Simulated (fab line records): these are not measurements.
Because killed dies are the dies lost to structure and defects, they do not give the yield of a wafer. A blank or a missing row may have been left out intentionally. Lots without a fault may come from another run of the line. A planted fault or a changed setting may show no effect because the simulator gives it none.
fab line records    flow nand_harc
record lots=13  wafers=39  last_day=24
route steps=1159 shown P_GATE@207 P_CONTACT@229 END@1159
lots with no fault: from the same line, run without faults
start_h: hours from the record's first day to the start of the lot's first wafer shown    wait_h: how many hours have passed since the lot's step before this one    " repeats the value in the row above    L1.1+2: a single row standing in for several wafers    - either no value or no given start    * or withheld: withheld    < > ~ a bound
route shown NAME@n: a module of which the file shows steps, and the number in the route of the first    usual: mean/standard deviation taken from wafers without a fault    same: alike in all rows    chamber/n: place in a boat    sites: readings site by site    _std_site: standard deviation across them    _edge_site: mean of outer sites minus mean of inner sites    radius_mm: how far each site lies from the wafer's centre    mask NAME#n: copy n    behind: tool/chamber where the wafer was last shaped    hold: why the lot went on hold/how many hours it stayed there/how the hold came to an end    device: the n, p or np transistor that did not switch    end of line: tests run on the same wafers once the route is complete    where a step has no rows: the recipe by itself    killed: count of dies lost to structure and defects at first sort (not the wafer's yield)    map: a wafer's dies, marking killed ones x, the rest . and places with no die _
set.NAME: the run value of the setting; set.NAME@STEP: its run value at that earlier step    model.NAME: the simulator's own value behind a step, which no gauge read
one table for each step of the route and one row for each wafer, over a sample of lots
services: the hour from which a tool's chamber was out of use, counted from the record's first day as start_h (under 0 if before that day), plus the number of hours and why
## steps
# step NHARC_P_GATE_RTA_64
# recipe temp_c=1050  time_s=1
# usual lamp_power_pct=35.6/2.3  wafer_temp_C_max=1056.9/2.2
lot.wafer  tool           chamber  start_h  wait_h  lamp_power_pct  wafer_temp_C_max
L466.1     rtp_anneal-01  0        108.82   -       33.9            1057.8
L466.4     "              0        "        "       33.9            1059.0
L466.5     "              0        "        "       33.9            1059.7
L467.1     rtp_anneal-01  0        117.63   -       34.0            1059.1
L467.4     "              0        "        "       34.0            1056.7
L467.6     "              0        "        "       34.0            1059.4
L468.2     rtp_anneal-01  0        118.10   -       33.9            1057.1
L468.4     "              0        "        "       33.9            1056.6
L468.6     "              0        "        "       34.0            1055.2
L469.1     rtp_anneal-01  0        128.60   -       34.0            1056.0
L469.3     "              0        "        "       34.0            1057.1
L469.5     "              0        "        "       34.1            1061.7
L471.3     rtp_anneal-01  0        139.16   -       34.1            1055.8
L471.4     "              0        "        "       34.0            1054.8
L471.5     "              0        "        "       34.0            1058.2
L470.2     rtp_anneal-02  0        141.70   -       38.9            1054.1
L470.5     "              0        "        "       38.8            1054.6
L470.6     "              0        "        "       38.8            1053.2
L473.1     rtp_anneal-01  0        150.15   -       34.0            1056.3
L473.5     "              0        "        "       34.1            1058.6
L473.6     "              0        "        "       34.0            1057.2
L474.1     rtp_anneal-01  0        165.75   -       34.0            1061.5
L474.2     "              0        "        "       33.9            1059.8
L474.3     "              0        "        "       34.0            1055.7
L475.1     rtp_anneal-01  0        166.60   -       34.0            1057.5
L475.3     "              0        "        "       34.0            1057.2
L475.4     "              0        "        "       34.0            1056.7
L476.4     rtp_anneal-01  0        190.10   -       34.0            1056.9
L476.5     "              0        "        "       34.0            1059.0
L476.6     "              0        "        "       34.0            1058.4
L477.1     rtp_anneal-02  0        190.82   -       38.9            1054.8
L477.2     "              0        "        "       38.8            1053.6
L477.3     "              0        "        "       38.8            1053.5
L478.1     rtp_anneal-01  0        195.60   -       33.9            1057.7
L478.4     "              0        "        "       34.0            1056.8
L478.6     "              0        "        "       34.0            1058.6
L488.1     rtp_anneal-02  0        252.80   -       38.8            1054.4
L488.4     "              0        "        "       38.7            1055.0
L488.5     "              0        "        "       38.8            1054.6
# step NHARC_P_GATE_INSPECT_68
# usual raw_defect_count=212/92
lot.wafer  tool               chamber  start_h  wait_h  raw_defect_count
L466.1     defect_inspect-01  -        110.10   0.2     120
L466.4     "                  -        "        "       141
L466.5     "                  -        "        "       146
L467.1     defect_inspect-02  -        118.90   0.2     158
L467.4     "                  -        "        "       360
L467.6     "                  -        "        "       237
L468.2     defect_inspect-01  -        119.32   0.1     155
L468.4     "                  -        "        "       155
L468.6     "                  -        "        "       226
L469.1     defect_inspect-02  -        129.87   0.2     175
L469.3     "                  -        "        "       117
L469.5     "                  -        "        "       204
L471.3     defect_inspect-01  -        140.36   0.1     173
L471.4     "                  -        "        "       177
L471.5     "                  -        "        "       159
L470.2     defect_inspect-02  -        142.97   0.1     128
L470.5     "                  -        "        "       300
L470.6     "                  -        "        "       123
L473.1     defect_inspect-02  -        151.97   0.3     186
L473.5     "                  -        "        "       142
L473.6     "                  -        "        "       223
L474.1     defect_inspect-02  -        167.05   0.2     130
L474.2     "                  -        "        "       223
L474.3     "                  -        "        "       196
L475.1     defect_inspect-02  -        167.87   0.2     390
L475.3     "                  -        "        "       518
L475.4     "                  -        "        "       609
L476.4     defect_inspect-02  -        191.34   0.1     194
L476.5     "                  -        "        "       191
L476.6     "                  -        "        "       311
L477.1     defect_inspect-02  -        192.26   0.2     248
L477.2     "                  -        "        "       359
L477.3     "                  -        "        "       416
L478.1     defect_inspect-02  -        196.90   0.2     239
L478.4     "                  -        "        "       318
L478.6     "                  -        "        "       266
L488.1     defect_inspect-02  -        254.12   0.2     169
L488.4     "                  -        "        "       124
L488.5     "                  -        "        "       142
# step NHARC_P_CONTACT_EXPOSE_09
# recipe na=1.35  target_cd_nm=90  dose_mj=81.26  mask_id=P_CA
# usual exposure_dose_mJ_cm2=81.30/0.079
lot.wafer  tool             chamber  start_h  wait_h  mask       exposure_dose_mJ_cm2
L466.1     arfi_scanner-02  0        111.60   -       P_CA#0     81.21
L466.4     "                0        "        "       P_CA#0     81.26
L466.5     "                0        "        "       P_CA#0     81.28
L467.1     arfi_scanner-03  0        120.37   -       P_CA#0     81.37
L467.4     "                0        "        "       P_CA#0     81.25
L467.6     "                0        "        "       P_CA#0     81.28
L468.2     arfi_scanner-01  0        121.04   -       P_CA#0     81.32
L468.4     "                0        "        "       P_CA#0     81.27
L468.6     "                0        "        "       P_CA#0     81.45
L469.1     arfi_scanner-01  0        131.21   -       P_CA#0     81.40
L469.3     "                0        "        "       P_CA#0     81.32
L469.5     "                0        "        "       P_CA#0     81.46
L471.3     arfi_scanner-02  0        142.10   -       P_CA#0     81.35
L471.4     "                0        "        "       P_CA#0     81.28
L471.5     "                0        "        "       P_CA#0     81.42
L470.2     arfi_scanner-02  0        144.33   -       P_CA#0     81.34
L470.5     "                0        "        "       P_CA#0     81.39
L470.6     "                0        "        "       P_CA#0     81.37
L473.1     arfi_scanner-03  0        153.45   -       P_CA#0     81.31
L473.5     "                0        "        "       P_CA#0     81.33
L473.6     "                0        "        "       P_CA#0     81.36
L474.1     arfi_scanner-01  0        168.39   -       P_CA#0     81.38
L474.2     "                0        "        "       P_CA#0     81.28
L474.3     "                0        "        "       P_CA#0     81.41
L475.1     arfi_scanner-02  0        169.35   -       P_CA#0     81.33
L475.3     "                0        "        "       P_CA#0     81.34
L475.4     "                0        "        "       P_CA#0     81.33
L476.4     arfi_scanner-02  0        192.87   -       P_CA#0     81.31
L476.5     "                0        "        "       P_CA#0     81.29
L476.6     "                0        "        "       P_CA#0     81.33
L477.1     arfi_scanner-02  0        193.63   -       P_CA#0     81.22
L477.2     "                0        "        "       P_CA#0     81.41
L477.3     "                0        "        "       P_CA#0     81.40
L478.1     arfi_scanner-03  0        198.37   -       P_CA_R1#0  81.26
L478.4     "                0        "        "       P_CA_R1#0  81.33
L478.6     "                0        "        "       P_CA_R1#0  81.41
L488.1     arfi_scanner-01  0        255.62   -       P_CA#0     81.43
L488.4     "                0        "        "       P_CA#0     81.15
L488.5     "                0        "        "       P_CA#0     81.28
# step NHARC_P_CONTACT_CD_MEAS_12
# recipe target_cd_nm=90  landing_energy_ev=500
# usual cd_nm=90.4/0.57
lot.wafer  tool       chamber  start_h  wait_h  cd_nm
L466.1     cd_sem-02  0        111.73   -       90.4
L466.4     "          0        "        "       90.3
L466.5     "          0        "        "       89.4
L467.1     cd_sem-02  0        120.51   -       90.1
L467.4     "          0        "        "       91.3
L467.6     "          0        "        "       90.9
L468.2     cd_sem-01  0        121.18   -       89.9
L468.4     "          0        "        "       90.1
L468.6     "          0        "        "       89.6
L469.1     cd_sem-01  0        131.35   -       90.2
L469.3     "          0        "        "       90.7
L469.5     "          0        "        "       90.3
L471.3     cd_sem-03  0        142.23   -       90.1
L471.4     "          0        "        "       90.9
L471.5     "          0        "        "       90.5
L470.2     cd_sem-02  0        144.47   -       90.6
L470.5     "          0        "        "       90.7
L470.6     "          0        "        "       90.2
L473.1     cd_sem-03  0        153.59   -       90.8
L473.5     "          0        "        "       90.6
L473.6     "          0        "        "       90.1
L474.1     cd_sem-03  0        168.53   -       91.3
L474.2     "          0        "        "       90.7
L474.3     "          0        "        "       90.9
L475.1     cd_sem-03  0        169.49   -       90.1
L475.3     "          0        "        "       89.9
L475.4     "          0        "        "       90.1
L476.4     cd_sem-01  0        193.00   -       89.9
L476.5     "          0        "        "       90.6
L476.6     "          0        "        "       89.5
L477.1     cd_sem-02  0        193.77   -       90.6
L477.2     "          0        "        "       90.5
L477.3     "          0        "        "       90.1
L478.1     cd_sem-03  0        198.51   -       75.3
L478.4     "          0        "        "       76.8
L478.6     "          0        "        "       75.7
L488.1     cd_sem-03  0        255.76   -       91.5
L488.4     "          0        "        "       91.3
L488.5     "          0        "        "       90.7
# step NHARC_P_CONTACT_DEGAS_38
# recipe temp_c=300  time_s=60
# usual heater_power_w=510/64  susceptor_temp_C=300.00/0.18
lot.wafer  tool            chamber  start_h  wait_h  heater_power_w  susceptor_temp_C
L466.1     pvd_sputter-03  -        113.63   -       505             299.92
L466.4     "               -        "        "       687             300.02
L466.5     "               -        "        "       502             299.83
L467.1     pvd_sputter-02  -        122.32   -       426             299.97
L467.4     "               -        "        "       471             300.17
L467.6     "               -        "        "       430             300.13
L468.4     pvd_sputter-01  -        122.95   -       572             299.89
L468.2     "               -        "        "       439             300.13
L468.6     "               -        "        "       525             300.01
L469.3     pvd_sputter-01  -        133.12   -       521             300.09
L469.1     "               -        "        "       499             300.19
L469.5     "               -        "        "       436             299.93
L471.4     pvd_sputter-02  -        144.16   -       460             300.31
L471.3     "               -        "        "       460             300.01
L471.5     "               -        "        "       470             299.69
L470.2     pvd_sputter-02  -        146.52   -       455             300.01
L470.5     "               -        "        "       477             299.76
L470.6     "               -        "        "       439             299.97
L473.1     pvd_sputter-01  -        155.50   -       434             -
L473.6     "               -        "        "       428             -
L473.5     "               -        "        "       510             -
L474.2     pvd_sputter-03  -        170.30   -       522             -
L474.1     "               -        "        "       663             -
L474.3     "               -        "        "       542             -
L475.3     pvd_sputter-02  -        171.95   -       475             299.96
L475.4     "               -        "        "       439             300.04
L475.1     "               -        "        "       451             300.16
L476.4     pvd_sputter-02  -        194.88   -       480             300.26
L476.5     "               -        "        "       470             299.93
L476.6     "               -        "        "       434             299.73
L477.3     pvd_sputter-01  -        195.59   -       567             299.94
L477.1     "               -        "        "       510             299.79
L477.2     "               -        "        "       454             299.99
L478.4     pvd_sputter-03  -        200.36   -       650             299.74
L478.1     "               -        "        "       507             299.91
L478.6     "               -        "        "       660             299.75
L488.4     pvd_sputter-02  -        257.56   -       480             -
L488.1     "               -        "        "       481             -
L488.5     "               -        "        "       468             -
# step NHARC_END_SORT_01
# recipe temp_c=25
# usual killed_at_array=26/8.6  killed_at_other=0.7/0.97  killed_at_periphery=3.2/2.2  killed_dies=30/8.9  killed_open=3.1/1.8  killed_short=2.2/1.8
# same gross_dies=677
lot.wafer  tool       chamber  start_h  wait_h  killed_at_array  killed_at_other  killed_at_periphery  killed_dies  killed_open  killed_short
L478.1     prober-02  0        532.74   2.5     33               0                222                  255          7            2
L478.4     prober-02  0        535.12   3.4     24               1                177                  202          4            1
L478.6     prober-02  0        536.70   4.0     30               0                139                  169          2            3
# killed by level:class
L478.1 P_CONTACT:area_expose=219 A_SLIT:chamber_film_flake=18 A_CONTACT:chamber_film_flake=6 A_CHANNEL_HOLE_D1:chamber_film_flake=3 A_WL_FILL:geometric_particle:short=2 P_GATE:geometric_particle:open=1 P_CONTACT:geometric_particle:open=1 P_M0:geometric_particle:open=1
L478.4 P_CONTACT:area_expose=174 A_SLIT:chamber_film_flake=16 A_CHANNEL_HOLE_D1:chamber_film_flake=3 A_STAIRCASE:chamber_film_flake=2 P_GATE:geometric_particle:open=1 P_M0:geometric_particle:open=1 A_SOURCE_PLATE:geometric_particle:open=1 A_M1:geometric_particle:open=1
L478.6 P_CONTACT:area_expose=138 A_SLIT:chamber_film_flake=20 A_CHANNEL_HOLE_D1:chamber_film_flake=5 P_GATE:geometric_particle:short=1 A_CHANNEL_FILL_D1:geometric_particle:short=1 A_CHANNEL_FILL_D1:geometric_particle:open=1 A_CONTACT:geometric_particle:short=1 A_M1:geometric_particle:open=1
## services
tool             chamber  start_h  hours  kind
pvd_sputter-03   -        102.00   10.0   pm
arfi_scanner-02  -        138.48   0.9    repair
arfi_scanner-03  -        140.40   4.0    pm
pvd_sputter-01   -        171.28   10.0   pm
arfi_scanner-03  -        176.80   0.3    repair
arfi_scanner-02  -        178.17   0.7    repair
arfi_scanner-03  -        179.50   5.3    repair
pvd_sputter-03   -        183.89   4.5    repair
arfi_scanner-02  -        187.84   2.3    repair
arfi_scanner-01  -        196.00   4.0    pm
pvd_sputter-02   -        213.63   2.5    repair
pvd_sputter-02   -        216.17   10.0   pm
pvd_sputter-03   -        237.51   0.7    repair
arfi_scanner-03  -        240.35   4.0    repair
arfi_scanner-03  -        245.13   0.7    repair
arfi_scanner-02  -        256.00   4.0    pm
## key
first_sign step=NHARC_P_CONTACT_EXPOSE_09  reading=mask  direction=changed
effect step=NHARC_P_CONTACT_CD_MEAS_12  reading=cd_nm  direction=down  sigmas=25  usual=90.4  struck=75.9
effect step=NHARC_END_SORT_01  reading=killed_at_periphery  direction=up  sigmas=81  usual=3.2  struck=179.3
more_kills_born_at NHARC_P_CONTACT_EXPOSE_09@arfi_scanner-03=531
met_at NHARC_P_CONTACT_EXPOSE_09
struck_lots L478
tester_left_out L478
not_acting_at NHARC_P_GATE_RTA_64,NHARC_P_GATE_INSPECT_68,NHARC_P_CONTACT_DEGAS_38
onset_between 153.45 198.37
fault kind=wrong_mask  tool=any  chamber=-  onset_h=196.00  steps=NHARC_P_CONTACT_EXPOSE_09  aux_copy=P_CA_R1#0  cd_offset_nm=-14.598  scope=struck_lots_only
# tester_left_out: of these lots the tester's yield and bins aren't shown, on N5 and GAA mostly nor the transistor test; their killed dies are dies lost to structure and defects alone, not to doping, threshold or leakage, so they don't give the yield
